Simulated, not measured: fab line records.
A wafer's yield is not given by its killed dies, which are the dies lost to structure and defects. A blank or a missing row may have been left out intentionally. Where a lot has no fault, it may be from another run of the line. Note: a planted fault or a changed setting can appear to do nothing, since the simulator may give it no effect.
fab line records | flow n5Finfet
[record] lots = 9 wafers = 27 lastDay = 17
route steps=1938 shown MOL_CONTACT_COAG@576 BEOL_M4@1111 PASSIVATION@1936
lots that met no fault: taken from a fault-free run of the same line
startH: hours from the record's first day to the start of the lot's first wafer shown | waitH: how many hours have passed since the lot's step before this one | " the same as in the row above | L1.1+2: a row that stands for several wafers | - no value present, or no start provided | * or withheld: withheld | < > ~ a bound
route shown NAME@n: a module of which the file shows steps, and the number in the route of the first | usual: average and standard deviation across the fault-free wafers | same: alike in all rows | chamber/n: place in a boat | sites: each site's reading | _std_site: the values' standard deviation | _edge_site: mean of outer sites minus mean of inner sites | radiusMm: for every site, how far away it sits from the centre of the wafer | mask NAME#n: copy n | behind: the last tool/chamber to shape the wafer | hold: the reason the lot was held/the length of the hold in hours/how it ended | device: whichever transistor did not switch (one of n, p or np) | end of line: tests run on the same wafers once the route is complete | a step given without rows: its recipe and nothing more | killed: dies lost to structure and defects at the first sort, not the wafer's yield | map: the dies of a wafer, with x for killed, . for not killed, _ for no die there
set.NAME: the setting that was run; set.NAME@STEP: the one run at that earlier step | model.NAME: the simulator's own value behind a step, which no gauge read
the route's steps for a sample of lots (tables are steps, rows are wafers)
services: from which hour (startH, from the record's first day; less than 0 if before it) a tool's chamber was out of use, for how many hours, and why
[[steps]]
[step N5_MOL_CONTACT_COAG_DESCUM_88]
[recipe] chemistry = O2 timeS = 7 sourcePowerW = 50 biasPowerW = 20 pressureMtorr = 20 rfFrequencyHz = 2.712e+07 tempC = 40 resist = CAR-EUV o2FlowSccm = 225
[usual] drypumpMotorCurrentA = 5.5/0.39 oesProductAu = 0.79/0.091 rfVppV = 242.8/1.6 showerheadPlenumPTorr = 2.07/0.091 throttleValvePct = 20.4/0.3
// columns lot.wafer tool chamber startH waitH drypumpMotorCurrentA oesProductAu rfHoursCounterH rfVppV showerheadPlenumPTorr throttleValvePct
L359.2 rieDiel-01 1 101.41 0.0 5.2 0.80 124 243.0 2.08 20.4
L359.4 " 2 " " 5.4 0.87 42 244.7 2.17 20.6
L359.5 " 2 " " 5.4 0.88 - 242.4 2.17 20.6
L362.2 rieDiel-04 1 118.89 0.2 5.6 0.71 217 241.4 1.96 20.3
L362.3 " 3 " " 5.1 0.67 237 243.5 2.16 20.4
L362.4 " 2 " " 5.7 0.71 213 243.9 2.14 20.6
L368.2 rieDiel-04 2 149.02 0.0 5.7 0.71 223 243.2 2.13 20.6
L368.5 " 2 " " 5.7 0.71 - 245.1 2.13 20.6
L368.6 " 3 " " 5.0 0.66 - 245.6 2.16 20.4
L369.2 rieDiel-05 2 157.80 0.3 5.7 0.77 139 240.0 1.94 20.9
L369.3 " 1 " " 5.6 0.81 65 241.7 2.04 20.2
L369.4 " 3 " " 5.0 0.71 213 244.7 2.15 20.4
L375.1 rieDiel-01 2 203.55 0.1 5.4 0.82 81 242.9 2.16 20.7
L375.3 " 0 " " 6.0 0.89 49 242.2 2.02 20.0
L375.5 " 0 " " 6.0 0.91 - 241.2 2.02 20.0
L376.2 rieDiel-05 0 207.04 0.0 4.9 0.70 205 240.9 1.96 20.4
L376.4 " 1 " " 5.6 0.78 81 242.0 2.03 20.2
L376.6 " 2 " " 5.7 0.76 - 240.2 1.93 21.0
L377.2 rieDiel-04 0 213.74 0.0 6.0 0.89 23 244.2 2.13 20.1
L377.4 " 0 " " 6.0 0.89 - 244.6 2.13 20.1
L377.6 " 3 " " 5.0 0.91 - 244.7 2.15 19.9
L380.1 rieDiel-04 1 224.97 0.0 5.6 1.02 6 245.8 2.21 20.0
L380.2 " 0 " " 6.0 0.88 27 244.9 2.13 20.1
L380.5 " 3 " " 5.0 0.90 - 242.8 2.15 19.9
L382.3 rieDiel-05 3 239.53 0.1 5.0 0.69 239 244.0 2.15 20.5
L382.5 " 3 " " 5.0 0.69 - 245.3 2.15 20.5
L382.6 " 2 " " 5.7 0.75 - 240.5 1.93 21.0
[step N5_MOL_CONTACT_COAG_ETCH_47]
[recipe] chemistry = CH3F/O2 target = SiNx targetDepthA = 270 maskMaterial = SiO2 stopOn = W overEtchFrac = 0.2 ionEnergyEv = 120 endpoint = OES-CN pressureMtorr = 30 sourceW = 395 biasW = 73 Ar_flow_sccm = 150 CH3F_flow_sccm = 30 O2_flow_sccm = 20 ends = endPoint
[usual] biasW = 73.00/0.21 drypumpMotorCurrentA = 5.5/0.38 etchRfOnTimeS = 31.3/0.68 oesProductAu = 0.68/0.078 rfVppV = 301/11 showerheadPlenumPTorr = 2.00/0.079 throttleValvePct = 16.41/0.25
// columns lot.wafer tool chamber startH waitH biasW drypumpMotorCurrentA etchRfOnTimeS oesProductAu rfHoursCounterH rfVppV showerheadPlenumPTorr throttleValvePct
L359.2 rieDiel-05 0 101.99 0.0 73.16 4.8 30.2 0.66 173 291 1.89 16.39
L359.4 " 1 " " 72.69 5.6 31.5 0.74 47 296 1.96 16.08
L359.5 " 1 " " 72.83 5.6 31.9 0.74 - 297 1.96 16.09
L362.2 rieDiel-04 0 119.46 0.0 72.75 6.0 32.7 0.60 241 307 2.08 16.58
L362.3 " 3 " " 73.08 5.1 31.0 0.62 237 294 2.05 16.30
L362.4 " 1 " " 72.90 5.6 31.7 0.62 217 291 1.91 16.53
L368.2 rieDiel-04 1 149.60 0.0 72.87 5.6 31.9 0.62 228 291 1.91 16.56
L368.5 " 2 " " 73.03 5.7 31.9 0.63 - 315 2.08 16.79
L368.6 " 3 " " 72.70 5.1 31.4 0.61 - 293 2.05 16.30
L369.2 rieDiel-01 3 158.47 0.0 73.12 5.9 31.6 0.63 198 321 2.07 16.47
L369.3 " 2 " " 73.02 5.4 30.3 0.77 61 315 2.04 16.25
L369.4 " 1 " " 72.88 5.2 31.4 0.67 143 292 1.99 16.43
L375.1 rieDiel-05 3 204.12 0.0 73.51 5.0 31.0 0.63 227 292 2.04 16.42
L375.3 " 0 " " 73.17 4.9 31.9 0.62 204 289 1.88 16.45
L375.5 " 0 " " 73.12 4.9 31.2 0.62 - 291 1.88 16.44
L376.2 rieDiel-04 3 207.85 0.0 73.19 5.1 30.2 0.83 9 293 2.05 15.78
L376.4 " 3 " " 72.98 5.1 29.8 0.84 - 292 2.05 15.78
L376.6 " 0 " " 72.99 6.0 31.6 0.80 - 303 2.07 16.18
L377.2 rieDiel-01 1 214.32 0.0 73.01 5.2 31.4 0.66 166 291 1.99 16.48
L377.4 " 2 " " 72.63 5.4 30.8 0.74 84 313 2.03 16.29
L377.6 " 0 " " 72.84 6.0 31.1 0.79 - 319 1.94 16.07
L380.1 rieDiel-05 3 225.70 0.0 73.02 5.0 30.5 0.63 235 292 2.04 16.44
L380.2 " 2 " " 72.79 5.7 30.6 0.69 159 293 1.84 16.76
L380.5 " 3 " " 72.66 5.0 30.1 0.62 - 292 2.04 16.42
L382.3 rieDiel-01 1 240.25 0.0 72.97 5.2 31.7 0.64 176 292 1.98 16.49
L382.5 " 0 " " 72.49 6.0 30.9 0.78 - 319 1.94 16.10
L382.6 " 1 " " 72.79 5.2 32.0 0.65 - 292 1.98 16.50
[step N5_MOL_CONTACT_COAG_STRIP_119]
[recipe] chemistry = N2/H2 timeS = 30 powerW = 1000 tempC = 250 pressureMtorr = withheld n2FlowSccm = 1750 h2FlowSccm = 3250
[usual] drypumpMotorCurrentA = 5.9/0.81 heaterPowerW = 326/12
// columns lot.wafer tool chamber startH waitH drypumpMotorCurrentA heaterPowerW rfHoursCounterH
L359.2 plasmaAsher-01 1 102.07 0.1 6.6 323 88
L359.4 " 0 " " 5.4 349 -
L359.5 " 0 " " 5.4 340 -
L362.2 plasmaAsher-02 1 119.55 0.1 4.8 311 48
L362.3 " 1 " " 4.8 307 -
L362.4 " 0 " " 6.8 329 -
L368.2 plasmaAsher-02 0 149.68 0.1 6.8 329 54
L368.5 " 1 " " 4.7 316 -
L368.6 " 0 " " 6.7 325 -
L369.2 plasmaAsher-01 0 158.55 0.1 5.4 342 97
L369.3 " 0 " " 5.4 344 -
L369.4 " 1 " " 6.6 331 -
L375.1 plasmaAsher-02 1 204.20 0.1 4.8 307 66
L375.3 " 0 " " 6.7 335 -
L375.5 " 0 " " 6.7 334 -
L376.2 plasmaAsher-01 0 207.93 0.1 5.4 338 107
L376.4 " 0 " " 5.4 347 -
L376.6 " 1 " " 6.5 318 -
L377.2 plasmaAsher-01 1 214.40 0.1 6.6 331 108
L377.4 " 1 " " 6.5 327 -
L377.6 " 1 " " 6.6 318 -
L380.1 plasmaAsher-02 1 225.78 0.1 4.8 307 70
L380.2 " 0 " " 6.7 337 70
L380.5 " 0 " " 6.7 328 -
L382.3 plasmaAsher-02 0 240.35 0.1 6.8 331 -
L382.5 " 0 " " 6.7 327 -
L382.6 " 1 " " 4.8 314 -
[step N5_MOL_CONTACT_COAG_OVL_MEAS_41]
[recipe] pointsPerWafer = 522
[usual] VD_OVL = 0.7/0.62
// columns lot.wafer tool chamber startH waitH VD_OVL[nm]
L359.2 overlay-02 0 102.70 0.0 0.9
L359.4 " 0 " " 0.2
L359.5 " 0 " " 1.0
L362.2 overlay-02 0 120.05 0.0 0.6
L362.3 " 0 " " 0.0
L362.4 " 0 " " 0.6
L368.2 overlay-02 0 150.31 0.0 1.9
L368.5 " 0 " " -0.4
L368.6 " 0 " " 1.3
L369.2 overlay-02 0 159.08 0.0 0.4
L369.3 " 0 " " -0.3
L369.4 " 0 " " -0.3
L375.1 overlay-02 0 204.83 0.0 1.3
L375.3 " 0 " " 0.1
L375.5 " 0 " " 1.0
L376.2 overlay-02 0 208.43 0.0 1.6
L376.4 " 0 " " 1.8
L376.6 " 0 " " 1.2
L377.2 overlay-02 0 214.90 0.0 0.6
L377.4 " 0 " " 0.1
L377.6 " 0 " " 0.6
L380.1 overlay-02 0 226.40 0.0 -0.4
L380.2 " 0 " " 0.1
L380.5 " 0 " " 0.2
L382.3 overlay-01 0 240.97 0.0 1.9
L382.5 " 0 " " 0.9
L382.6 " 0 " " 0.7
[step N5_MOL_CONTACT_COAG_INSPECT_42]
[recipe] mode = adi inspectInstrument = brightfield
[usual] rawDefectCount = 203/56
// columns lot.wafer tool chamber startH waitH rawDefectCount
L359.2 defectInspect-02 - 102.75 0.0 124
L359.4 " - " " 120
L359.5 " - " " 191
L362.2 defectInspect-02 - 120.10 0.0 200
L362.3 " - " " 171
L362.4 " - " " 160
L368.2 defectInspect-02 - 150.36 0.0 177
L368.5 " - " " 221
L368.6 " - " " 228
L369.2 defectInspect-01 - 159.13 0.0 138
L369.3 " - " " 156
L369.4 " - " " 168
L375.1 defectInspect-02 - 204.89 0.1 184
L375.3 " - " " 199
L375.5 " - " " 164
L376.2 defectInspect-01 - 208.49 0.0 785
L376.4 " - " " 862
L376.6 " - " " 817
L377.2 defectInspect-01 - 214.95 0.0 929
L377.4 " - " " 895
L377.6 " - " " 911
L380.1 defectInspect-02 - 226.46 0.1 232
L380.2 " - " " 205
L380.5 " - " " 353
L382.3 defectInspect-02 - 241.02 0.0 168
L382.5 " - " " 153
L382.6 " - " " 154
[step N5_BEOL_M4_RC_MEAS_101]
[usual] DIBL_N = 36.1/2 DIBL_P = 36.3/2.4 IOFF_N = 0.15/0.035 IOFF_P = 0.21/0.039 ION_N = 672/15 ION_P = 463/9.7 SS_N = 71.5/0.7 SS_P = 73.2/0.75 VT_N = 251/3.6 VT_P = -250/3.8
// columns lot.wafer tool chamber startH waitH DIBL_N[mV/V] DIBL_P[mV/V] IOFF_N[nA/um] IOFF_P[nA/um] ION_N[uA/um] ION_P[uA/um] SS_N[mV/dec] SS_P[mV/dec] VT_N[mV] VT_P[mV]
L359.2 prober-01 0 174.42 0.2 33.8 33.2 0.12 0.18 676 466 70.3 72.8 255 -252
L359.4 " 0 " " 35.8 36.5 0.14 0.22 670 468 71.2 73.4 252 -247
L359.5 " 0 " " 36.9 37.2 0.15 0.24 669 466 71.5 73.8 253 -248
L362.2 prober-02 0 192.02 0.2 35.3 37.2 0.12 0.16 675 453 71.4 73.3 253 -258
L362.3 " 0 " " 31.4 32.2 0.08 0.11 637 439 69.7 71.6 260 -262
L362.4 " 0 " " 32.5 32.9 0.08 0.11 631 434 70.5 72.3 261 -262
L369.2 prober-01 0 221.44 0.2 34.6 34.5 0.12 0.15 653 442 72.0 72.8 256 -254
L369.3 " 0 " " 36.7 38.1 0.17 0.21 671 457 72.0 73.1 248 -253
L369.4 " 0 " " 38.2 38.4 0.17 0.20 670 453 71.8 73.3 253 -254
L368.2 prober-02 0 221.96 0.2 37.6 37.2 0.17 0.27 667 466 71.8 73.5 250 -244
L368.5 " 0 " " 37.2 36.4 0.16 0.26 665 467 72.3 73.6 250 -245
L368.6 " 0 " " 32.9 31.1 0.10 0.18 644 460 70.6 71.3 257 -247
L375.1 prober-02 0 276.00 0.0 33.3 33.1 0.13 0.18 667 452 70.4 72.3 250 -254
L375.3 " 0 " " 38.0 38.7 0.20 0.27 680 462 72.8 73.7 247 -248
L375.5 " 0 " " 34.9 33.5 0.13 0.17 664 451 72.6 73.3 253 -250
L376.2 prober-02 0 279.34 0.2 37.7 37.9 0.17 0.25 685 477 72.1 73.7 249 -248
L376.4 " 0 " " 36.5 36.8 0.17 0.25 682 478 71.6 73.6 249 -247
L376.6 " 0 " " 33.0 32.1 0.10 0.16 655 458 70.3 71.6 259 -254
L377.2 prober-02 0 284.55 0.2 40.0 41.2 0.21 0.27 683 461 72.2 74.7 249 -249
L377.4 " 0 " " 36.1 36.9 0.13 0.21 654 453 70.9 73.5 253 -251
L377.6 " 0 " " 42.3 42.9 0.26 0.31 692 468 73.1 75.0 243 -245
L380.1 prober-01 0 306.77 0.0 37.0 37.2 0.18 0.24 672 458 72.1 73.5 248 -250
L380.2 " 0 " " 32.3 31.4 0.10 0.15 652 457 70.9 71.8 258 -254
L380.5 " 0 " " 34.5 34.8 0.14 0.21 665 458 71.1 72.5 252 -249
L382.3 prober-02 0 306.90 0.3 37.6 36.7 0.17 0.24 673 467 71.1 74.5 249 -247
L382.5 " 0 " " 35.1 33.4 0.13 0.19 661 461 70.7 72.1 252 -249
L382.6 " 0 " " 38.3 38.3 0.19 0.27 701 481 71.2 73.5 247 -243
[step N5_PASSIVATION_PROBE_49]
[usual] defectLimitedYield = 91.1/1.6 killed_at_M0_to_M3 = 35/11 killed_at_M4_up = 13/5.4 killedAtContacts = 13/6.5 killedAtFrontEnd = 40/14 killedAtOther = 4/3.1 killedDies = 105/18 killedOpen = 69/14 killedShort = 34/7.3 sort_bin_5_function = 5.2/0.96 sort_bin_6_memory = 3.4/0.77 sort_bin_8_speed = 0.02/0.13 sortNPass = 1075/19
[same] grossDies = 1180 killedAtBackSide = 0 sort_bin_4_leakage[%] = 0
// columns lot.wafer tool chamber startH waitH defectLimitedYield[%] killed_at_M0_to_M3 killed_at_M4_up killedAtContacts killedAtFrontEnd killedAtOther killedDies killedOpen killedShort sort_bin_5_function[%] sort_bin_6_memory[%] sort_bin_8_speed[%] sortNPass
L376.2 prober-02 - 381.19 0.1 78.8 53 10 147 38 2 250 72 36 13.8 5.1 0 930
L376.4 prober-02 - 381.29 0.2 78.7 52 6 146 44 3 251 82 38 13.5 4.5 0 929
L376.6 prober-02 - 381.39 0.3 79.2 49 9 139 49 0 246 86 37 13.6 4.6 0 934
L377.2 prober-02 - 387.46 0.1 76.2 43 8 141 84 5 281 100 50 15.3 5.6 0 899
L377.4 prober-02 - 387.56 0.2 79.6 42 6 131 52 10 241 68 31 12.8 4.2 0 939
L377.6 prober-02 - 387.66 0.3 77.0 37 11 146 73 4 271 99 27 14.2 5.2 0 909
// killed by level:class
L376.2 MOL_CONTACT_COAG:unspecified=137 BEOL_M0_SAQP:geometricParticle:open=14 FIN_SAQP:geometricParticle:open=12 BEOL_M1:geometricParticle:open=10 BEOL_M0_SAQP:geometricParticle:short=8 BEOL_M3:geometricParticle:open=8 MOL_CONTACT_COAG:geometricParticle:open=7 FIN_SAQP:geometricParticle:short=5
L376.4 MOL_CONTACT_COAG:unspecified=131 STI_FIN_REVEAL:geometricParticle:open=20 MOL_CONTACT_COAG:geometricParticle:open=14 BEOL_M3:geometricParticle:open=14 BEOL_M1:geometricParticle:open=11 BEOL_M0_SAQP:geometricParticle:short=9 BEOL_M0_SAQP:geometricParticle:open=8 FIN_SAQP:geometricParticle:short=5
L376.6 MOL_CONTACT_COAG:unspecified=122 STI_FIN_REVEAL:geometricParticle:open=24 MOL_CONTACT_COAG:geometricParticle:open=15 BEOL_M0_SAQP:geometricParticle:open=9 BEOL_M1:geometricParticle:short=8 BEOL_M0_SAQP:geometricParticle:short=8 BEOL_M1:geometricParticle:open=8 FIN_SAQP:geometricParticle:open=6
L377.2 MOL_CONTACT_COAG:unspecified=130 FIN_SAQP:geometricParticle:open=20 STI_FIN_REVEAL:geometricParticle:open=20 BEOL_M3:geometricParticle:open=17 FIN_SAQP:geometricParticle:short=15 BEOL_M2:geometricParticle:open=10 MOL_CONTACT_COAG:geometricParticle:open=8 STI_FIN_REVEAL:geometricParticle:short=7
L377.4 MOL_CONTACT_COAG:unspecified=124 STI_FIN_REVEAL:geometricParticle:open=14 HKMG_FIN:areaEtch=12 BEOL_M0_SAQP:geometricParticle:open=10 BEOL_M2:geometricParticle:open=7 BEOL_M1:geometricParticle:open=7 BEOL_M3:geometricParticle:open=6 FIN_CUT:areaEtch=6
L377.6 MOL_CONTACT_COAG:unspecified=135 FIN_SAQP:geometricParticle:open=24 STI_FIN_REVEAL:geometricParticle:open=14 BEOL_M2:geometricParticle:open=13 MOL_CONTACT_COAG:geometricParticle:open=9 BEOL_M4:geometricParticle:open=9 BEOL_M1:geometricParticle:open=8 BEOL_M3:geometricParticle:open=8
[[services]]
// columns tool chamber startH hours kind
rieDiel-01 1 81.27 3.3 repair
rieDiel-04 - 81.92 2.8 pm
rieDiel-04 0 146.67 - clean
rieDiel-04 0 146.67 - consumableReplace:focusRing
rieDiel-04 0 146.67 13.9 scheduledDown
rieDiel-04 0 146.67 13.9 ventCycle
rieDiel-05 0 148.21 4.6 repair
rieDiel-04 3 160.57 - clean
rieDiel-04 3 160.57 - consumableReplace:focusRing
rieDiel-04 3 160.57 28.2 scheduledDown
rieDiel-04 3 160.57 28.2 ventCycle
plasmaAsher-01 - 195.21 4.3 pm
rieDiel-01 3 195.47 16.5 repair
rieDiel-04 1 196.86 - clean
rieDiel-04 1 196.86 - consumableReplace:focusRing
rieDiel-04 1 196.86 - consumableReplace:showerhead
rieDiel-04 1 196.86 14.6 scheduledDown
rieDiel-04 1 196.86 14.6 ventCycle
rieDiel-04 0 199.60 4.3 repair
rieDiel-04 2 211.62 - clean
rieDiel-04 2 211.62 - consumableReplace:focusRing
rieDiel-04 2 211.62 19.5 scheduledDown
rieDiel-04 2 211.62 19.5 ventCycle
plasmaAsher-01 - 238.04 20.2 repair
[[key]]
[firstSign] step = N5_MOL_CONTACT_COAG_INSPECT_42 reading = rawDefectCount direction = up sigmas = 12 usual = 203 struck = 866
[effect] step = N5_PASSIVATION_PROBE_49 reading = killedAtContacts direction = up sigmas = 20 usual = 13 struck = 142
[moreKillsBornAt] N5_MOL_CONTACT_COAG_STRIP_119@plasmaAsher-01 = 779
metAt N5_MOL_CONTACT_COAG_STRIP_119
struckLots L376,L377
[baselineLoss] step = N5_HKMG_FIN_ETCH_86 wafers = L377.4
notActingAt N5_MOL_CONTACT_COAG_DESCUM_88,N5_MOL_CONTACT_COAG_ETCH_47,N5_MOL_CONTACT_COAG_OVL_MEAS_41
onsetBetween 158.55 207.93
[fault] kind = chamberParticleSource tool = plasmaAsher-01 chamber = - onsetH = 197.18 steps = N5_MOL_CONTACT_COAG_STRIP_119 ratePerVisitCm2 = 0.97465 endH = 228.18
// baselineLoss: these wafers lose ten dies or more at that step, a loss of the line's own and not of a fault; the sort's usual values leave them out
